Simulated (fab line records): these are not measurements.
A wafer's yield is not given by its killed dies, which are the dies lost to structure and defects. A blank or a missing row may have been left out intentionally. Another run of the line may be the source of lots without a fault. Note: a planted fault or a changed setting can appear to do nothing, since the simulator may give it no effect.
Matching of chambers ; flow nand_harc ; NHARC_A_SGD_CUT_ETCH_58 on rie_diel-13: 4 sister chambers
The step etches the open film in CF4, target depth 39 nm, time 65 s. 8 wafers are shown with their chamber, then 9 later ones without.

## WAFERS PAIRED WITH THEIR CHAMBERS
wafer;chamber;showerhead_plenum_p_Torr (Torr);drypump_motor_current_A (A)
L076.5;3;1.70;5.4
L082.3;1;1.72;4.8
L082.5;2;1.84;5.4
L084.1;1;1.71;4.8
L084.5;3;1.70;5.4
L088.2;0;1.66;5.9
L088.4;2;1.84;5.3
L088.6;0;1.66;5.9

## WAFERS WITHOUT THEIR CHAMBER
wafer;showerhead_plenum_p_Torr (Torr);drypump_motor_current_A (A)
L090.2;1.84;5.4
L090.4;1.70;5.4
L090.6;1.71;4.8
L092.1;1.71;4.8
L092.3;1.66;5.9
L092.5;1.71;4.8
L094.3;1.71;4.8
L094.4;1.70;5.4
L094.6;1.66;5.8

## EACH ONE'S CHAMBER
wafer;from the rows above;in truth
L090.2;2;2
L090.4;3;3
L090.6;1;1
L092.1;1;1
L092.3;0;0
L092.5;1;1
L094.3;1;1
L094.4;3;3
L094.6;0;0
Correctly placed: 9 of 9. From these rows, 0 cannot be placed. 0 placed wrongly.
How it was worked out, from the rows above alone: a wafer's distance from a chamber is the root of the sum, over the readings, of the square of ((its reading less the chamber's mean) divided by the reading's scatter). If the next closest chamber is less than 2 further off than the closest, the wafer can't be placed; otherwise it belongs to the closest. The mean given for a chamber averages the wafers shown for that chamber. The scatter is the square root of a quotient: the sum, over the shown wafers, of each reading's squared deviation from its chamber's mean, divided by wafers minus chambers.
